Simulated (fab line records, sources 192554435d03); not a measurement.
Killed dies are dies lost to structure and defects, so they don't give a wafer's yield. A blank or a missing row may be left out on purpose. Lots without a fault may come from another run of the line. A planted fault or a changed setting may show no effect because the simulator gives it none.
fab line records | flow n5_finfet
record lots=10 wafers=27 last_day=18
route steps=1938 shown BEOL_M3@932 BEOL_M4@1111
lots that met no fault: from a run of the same line without faults
start_h: hours from the record's first day to the start of the lot's first wafer shown | wait_h: hours since the lot's step before | " the same as in the row above | L1.1+2: a row that stands for several wafers | - no value, or no start given | * or withheld: withheld | < > ~ a bound
route shown NAME@n: a module of which the file shows steps, and the number in the route of the first | usual: mean/standard deviation of fault-free wafers | same: alike in all rows | chamber/n: place in a boat | sites: the reading at each site | _std_site: their standard deviation | _edge_site: outer sites' mean less inner sites' | radius_mm: how far each site lies from the wafer's centre | mask NAME#n: copy n | behind: the tool/chamber that last shaped the wafer | hold: why the lot was held/for how many hours/how that ended | device: the transistor (n, p or np) that didn't switch | end of line: the same wafers' tests at the end of the route | a step without rows: its recipe alone | killed: dies lost to structure and defects at the first sort, not the wafer's yield | map: a wafer's dies, x killed, . not, _ none there
set.NAME: the setting as run; set.NAME@STEP: as run at that earlier step | model.NAME: the simulator's own value behind a step, which no gauge read
steps of the route over a sample of lots; a table a step, a row a wafer
services: from which hour (start_h, from the record's first day; less than 0 if before it) a tool's chamber was out of use, for how many hours, and why
## steps
# step N5_BEOL_M3_THK_MEAS_01
# recipe reads=SiOC_of_BEOL_M3_ILD_DEP_00
# usual M3_ILD_THK=78.2/1.3
# columns lot.wafer tool chamber start_h wait_h M3_ILD_THK[nm]
L679.3 film_metro-01 - 156.39 0.1 77.3
L679.4 " - " " 79.5
L679.6 " - " " 78.6
L681.3 film_metro-02 - 165.72 0.1 77.7
L681.4 " - " " 78.6
L681.5 " - " " 79.1
L684.1 film_metro-01 - 178.29 0.0 77.5
L684.6 " - " " 80.0
L685.4 film_metro-01 - 181.78 0.0 78.5
L685.6 " - " " 78.7
L683.1 film_metro-01 - 188.55 0.0 77.6
L683.6 " - " " 78.8
L686.2 film_metro-01 - 201.07 0.1 78.1
L686.4 " - " " 76.2
L686.5 " - " " 77.6
L694.1 film_metro-01 - 246.72 0.1 75.6
L694.2 " - " " 79.2
L694.4 " - " " 79.4
L697.1 film_metro-02 - 266.52 0.0 78.4
L697.2 " - " " 77.4
L697.5 " - " " 80.0
L698.1 film_metro-02 - 283.49 0.0 77.4
L698.3 " - " " 77.9
L698.5 " - " " 79.4
L699.4 film_metro-01 - 285.19 0.0 78.2
L699.5 " - " " 78.2
L699.6 " - " " 80.3
# step N5_BEOL_M3_HM_DEP_02
# recipe material=TiN target_thk_a=200 temp_c=25 chamber_pressure_pa=0.49996
# usual susceptor_temp_C=24.99/0.12 throttle_valve_pct=30.1/0.89
# columns lot.wafer tool chamber start_h wait_h susceptor_temp_C throttle_valve_pct
L679.3 pvd_sputter-03 - 156.78 0.3 24.94 30.6
L679.4 " - " " 24.87 30.7
L679.6 " - " " 25.14 30.1
L681.3 pvd_sputter-01 - 166.12 0.4 25.10 29.7
L681.4 " - " " 24.93 28.4
L681.5 " - " " 25.07 31.0
L684.1 pvd_sputter-03 - 179.79 1.4 24.93 29.8
L684.6 " - " " 25.06 30.2
L685.4 pvd_sputter-02 - 182.17 0.3 25.14 31.1
L685.6 " - " " 25.14 30.8
L683.1 pvd_sputter-02 - 189.32 0.7 25.11 28.4
L683.6 " - " " 25.19 28.4
L686.2 pvd_sputter-02 - 202.41 1.3 24.99 29.8
L686.4 " - " " 24.90 30.4
L686.5 " - " " 25.25 31.2
L694.1 pvd_sputter-03 - 247.27 0.5 25.01 31.0
L694.2 " - " " 24.77 30.4
L694.4 " - " " 24.96 30.5
L697.1 pvd_sputter-02 - 268.32 1.8 25.12 30.8
L697.2 " - " " 24.84 28.3
L697.5 " - " " 24.78 30.3
L698.1 pvd_sputter-02 - 284.55 1.0 24.84 28.2
L698.3 " - " " 24.92 30.1
L698.5 " - " " 24.77 30.1
L699.4 pvd_sputter-02 - 286.03 0.8 24.94 29.9
L699.5 " - " " 25.01 31.1
L699.6 " - " " 24.91 28.3
# step N5_BEOL_M3_ETCH_74
# recipe chemistry=N2/H2 target=underlayer target_depth_a=65 mask_material=CAR-EUV time_s=5.2 ion_energy_ev=200 pressure_mtorr=30 source_w=840 bias_w=150 n2_flow_sccm=200 h2_flow_sccm=200 ends=cleared
# usual chamber_pressure_mTorr=30.00/0.039 drypump_motor_current_A=5.8/0.32 etch_rf_on_time_s=5.21/0.21 oes_product_au=0.67/0.07 rf_fwd_power_W=819.4/2.4 rf_vpp_V=523.0/2.6 showerhead_plenum_p_Torr=2.51/0.087 throttle_valve_pct=17.90/0.21
# columns lot.wafer tool chamber start_h wait_h chamber_pressure_mTorr drypump_motor_current_A etch_rf_on_time_s oes_product_au rf_fwd_power_W rf_hours_counter_h rf_vpp_V showerhead_plenum_p_Torr throttle_valve_pct
L679.3 rie_diel-06 3 157.32 0.0 30.00 5.9 4.93 0.68 819.4 131 519.1 2.43 17.66
L679.4 " 0 " " 30.04 5.6 5.26 0.76 821.9 30 522.0 2.48 17.68
L679.6 " 3 " " 29.95 5.9 4.89 0.69 818.4 - 520.5 2.43 17.67
L681.3 rie_diel-03 3 166.68 0.0 30.00 5.7 5.30 0.66 816.1 167 520.0 2.44 18.13
L681.4 " 2 " " 30.03 6.0 5.08 0.60 822.5 196 521.9 2.42 17.75
L681.5 " 1 " " 30.05 6.0 5.08 0.66 819.3 - 525.2 2.56 17.98
L684.1 rie_diel-05 0 180.33 0.0 29.98 5.5 5.10 0.82 822.1 13 527.0 2.62 18.11
L684.6 " 2 " " 30.03 5.3 5.70 0.58 820.4 - 525.4 2.49 17.66
L685.4 rie_diel-03 3 182.85 0.0 30.04 5.7 5.36 0.64 814.0 172 521.3 2.44 18.12
L685.6 " 0 " " 30.01 6.4 5.27 0.77 818.1 - 523.6 2.48 17.60
L683.1 rie_diel-03 0 190.09 0.0 30.01 6.4 5.28 0.78 821.3 11 525.1 2.48 17.60
L683.6 " 3 " " 30.06 5.7 5.28 0.63 814.5 - 521.0 2.44 18.15
L686.2 rie_diel-06 0 202.95 0.0 30.04 5.6 5.28 0.73 815.6 44 521.3 2.48 17.70
L686.4 " 3 " " 30.01 5.9 4.99 0.66 820.6 - 519.8 2.42 17.69
L686.5 " 1 " " 30.07 5.6 5.23 0.64 824.4 - 520.6 2.44 18.02
L694.1 rie_diel-03 2 247.82 0.0 29.95 6.1 4.98 0.60 820.0 223 522.6 2.41 17.81
L694.2 " 0 " " 30.04 6.4 5.33 0.73 818.6 31 524.1 2.47 17.63
L694.4 " 1 " " 29.94 6.0 4.99 0.67 818.0 161 523.8 2.55 18.02
L697.1 rie_diel-03 3 268.87 0.0 29.95 5.7 5.25 0.64 819.0 195 520.3 2.43 18.18
L697.2 " 1 " " 29.98 5.9 5.05 0.65 818.9 168 524.0 2.55 18.04
L697.5 " 0 " " 30.04 6.4 5.36 0.72 815.9 - 521.2 2.47 17.63
L698.1 rie_diel-03 3 285.10 0.0 29.99 5.7 5.31 0.61 822.5 201 518.8 2.43 18.17
L698.3 " 1 " " 29.91 6.0 5.07 0.64 819.9 174 525.2 2.55 18.03
L698.5 " 1 " " 30.02 6.0 5.09 0.63 820.5 - 524.6 2.55 18.05
L699.4 rie_diel-03 1 286.58 0.0 29.92 6.0 5.09 0.64 821.5 174 525.1 2.55 18.02
L699.5 " 0 " " 30.04 6.4 5.33 0.73 816.7 - 522.0 2.47 17.65
L699.6 " 3 " " 29.96 5.7 5.31 0.62 819.4 - 518.9 2.43 18.20
# step N5_BEOL_M3_EXPOSE_25
# recipe mask_id=V2 na=0.33 source_shape=quasar sigma_inner=0.2 sigma_outer=0.8 polarization=unpolarized defocus_nm=5 dose_mj=63
# same dipole_opening_deg=30
# columns lot.wafer tool chamber start_h wait_h mask
L679.3+4+6 euv_scanner-01 0 157.91 - V2#0
L681.3+4+5 euv_scanner-02 0 167.26 - V2#0
L684.1+6 euv_scanner-01 0 180.90 - V2#0
L685.4+6 euv_scanner-01 0 183.44 - V2#0
L683.1+6 euv_scanner-01 0 190.67 - V2#0
L686.2+4+5 euv_scanner-01 0 203.68 - V2#0
L694.1+2+4 euv_scanner-01 0 248.52 - V2#0
L697.1+2+5 euv_scanner-01 0 269.61 - V2#0
L698.1+3+5 euv_scanner-01 0 285.66 - V2#0
L699.4+5+6 euv_scanner-02 0 287.30 - V2#0
# step N5_BEOL_M3_OVL_MEAS_29
# recipe points_per_wafer=522
# usual V2_OVL=-0.4/0.71
# columns lot.wafer tool chamber start_h wait_h V2_OVL[nm]
L679.3 overlay-01 0 158.08 0.0 -2.2
L679.4 " 0 " " -0.2
L679.6 " 0 " " -0.4
L681.3 overlay-02 0 167.43 0.0 0.1
L681.4 " 0 " " 0.3
L681.5 " 0 " " 0.5
L684.1 overlay-02 0 181.08 0.0 -0.3
L684.6 " 0 " " 0.0
L685.4 overlay-02 0 183.61 0.0 0.3
L685.6 " 0 " " 0.2
L683.1 overlay-02 0 190.84 0.0 -0.8
L683.6 " 0 " " -1.4
L686.2 overlay-02 0 203.85 0.0 -1.2
L686.4 " 0 " " -0.8
L686.5 " 0 " " -0.7
L694.1 overlay-02 0 248.69 0.0 -0.3
L694.2 " 0 " " -1.4
L694.4 " 0 " " -0.7
L697.1 overlay-02 0 269.79 0.0 2.8
L697.2 " 0 " " 3.0
L697.5 " 0 " " 2.4
L698.1 overlay-01 0 285.84 0.0 2.2
L698.3 " 0 " " 2.9
L698.5 " 0 " " 2.5
L699.4 overlay-02 0 287.46 0.0 0.1
L699.5 " 0 " " 0.3
L699.6 " 0 " " 0.0
# step N5_BEOL_M4_RC_MEAS_101
# usual DIBL_N=35.8/2.2 DIBL_P=35.3/2.7 IOFF_N=0.16/0.043 IOFF_P=0.21/0.043 ION_N=676/15 ION_P=463/9.1 SS_N=71.4/0.77 SS_P=73.0/0.79 VT_N=250/4 VT_P=-249.8/2.8
# columns lot.wafer tool chamber start_h wait_h DIBL_N[mV/V] DIBL_P[mV/V] IOFF_N[nA/um] IOFF_P[nA/um] ION_N[uA/um] ION_P[uA/um] SS_N[mV/dec] SS_P[mV/dec] VT_N[mV] VT_P[mV]
L679.3 prober-01 0 185.57 0.3 33.6 32.6 0.11 0.16 674 460 70.4 72.6 254 -251.9
L679.4 " 0 " " 35.9 34.8 0.14 0.20 674 461 71.5 72.8 252 -248.7
L679.6 " 0 " " 35.9 34.9 0.14 0.20 691 472 71.7 73.2 251 -249.1
L681.3 prober-01 0 197.59 0.3 36.5 36.3 0.16 0.23 654 450 71.3 73.1 250 -249.0
L681.4 " 0 " " 37.2 36.8 0.18 0.22 691 467 72.1 72.9 247 -250.4
L681.5 " 0 " " 39.8 37.5 0.22 0.24 664 453 73.1 73.7 248 -246.8
L684.1 prober-01 0 212.31 0.0 35.9 37.5 0.16 0.20 672 460 71.6 73.0 249 -250.0
L684.6 " 0 " " 36.5 38.6 0.16 0.23 661 454 71.9 73.5 250 -248.3
L685.4 prober-02 0 213.85 0.5 32.4 32.2 0.11 0.17 673 463 70.6 72.5 253 -250.5
L685.6 " 0 " " 36.9 36.6 0.18 0.23 680 460 72.2 73.7 248 -249.3
L683.1 prober-02 0 216.24 0.0 37.4 36.2 0.17 0.24 681 474 71.5 73.3 251 -248.1
L683.6 " 0 " " 38.7 38.2 0.19 0.28 695 475 72.6 73.8 247 -247.4
L686.2 prober-02 0 231.90 0.2 37.2 35.2 0.17 0.20 675 458 71.4 72.9 249 -251.0
L686.4 " 0 " " 38.9 36.9 0.19 0.22 687 469 71.9 73.0 250 -249.8
L686.5 " 0 " " 35.4 33.4 0.13 0.17 670 463 71.0 72.4 255 -253.7
L694.1 prober-02 0 267.72 0.0 36.9 34.9 0.14 0.20 636 451 71.3 73.2 253 -249.9
L694.2 " 0 " " 36.0 35.5 0.16 0.23 680 476 71.0 73.0 247 -246.2
L694.4 " 0 " " 33.5 31.8 0.10 0.16 657 460 70.1 72.1 258 -248.2
L697.1 prober-01 0 294.15 0.0 33.9 34.6 0.12 0.18 672 462 71.1 72.8 251 -249.1
L697.2 " 0 " " 36.2 37.2 0.16 0.22 685 471 72.0 73.3 247 -249.4
L697.5 " 0 " " 34.3 35.1 0.13 0.19 685 471 70.7 72.5 251 -250.4
L698.1 prober-01 0 309.86 0.0 34.8 32.2 0.11 0.18 671 458 71.5 72.6 254 -251.6
L698.3 " 0 " " 34.6 30.8 0.10 0.16 649 457 71.3 72.3 258 -251.8
L698.5 " 0 " " 37.2 34.4 0.14 0.21 669 468 71.7 73.1 252 -248.4
L699.4 prober-02 0 310.06 0.5 33.6 33.1 0.12 0.17 673 463 70.5 72.1 251 -255.0
L699.5 " 0 " " 34.4 32.8 0.14 0.16 679 453 71.0 72.0 252 -253.8
L699.6 " 0 " " 37.1 36.3 0.17 0.21 673 449 72.3 73.5 250 -249.5
## services
# columns tool chamber start_h hours kind
pvd_sputter-03 - 138.10 13.5 repair
rie_diel-03 1 154.43 5.8 repair
euv_scanner-01 - 161.65 5.8 pm
rie_diel-06 3 165.87 11.5 repair
euv_scanner-02 - 170.78 1.0 pm
euv_scanner-01 - 171.79 1.0 pm
pvd_sputter-02 - 177.90 0.7 repair
rie_diel-06 2 182.28 6.3 repair
euv_scanner-01 - 198.03 4.6 pm
euv_scanner-02 - 198.73 0.1 repair
rie_diel-03 3 204.13 13.8 repair
euv_scanner-01 0 212.03 - calibration
rie_diel-06 - 216.83 4.3 pm
euv_scanner-01 - 220.58 0.3 repair
euv_scanner-02 - 226.93 1.0 pm
euv_scanner-01 - 227.94 1.0 pm
rie_diel-05 3 228.51 2.4 repair
rie_diel-06 2 235.86 5.7 repair
euv_scanner-02 - 237.99 4.6 pm
euv_scanner-02 - 248.70 5.8 pm
rie_diel-05 - 249.68 4.3 pm
euv_scanner-01 - 254.48 12.0 pm
euv_scanner-02 - 283.08 1.0 pm
euv_scanner-01 - 284.09 1.0 pm
## key
first_sign step=N5_BEOL_M3_OVL_MEAS_29 reading=V2_OVL direction=up sigmas=4.3 usual=-0.4 struck=2.7
effect none on later readings
met_at N5_BEOL_M3_EXPOSE_25
struck_lots L697,L698
not_acting_at N5_BEOL_M3_THK_MEAS_01,N5_BEOL_M3_HM_DEP_02,N5_BEOL_M3_ETCH_74
onset_between 248.52 269.61
fault kind=scanner_matching_overlay tool=euv_scanner-01 chamber=- onset_h=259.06 steps=N5_BEOL_M3_EXPOSE_25 offset=3.4388
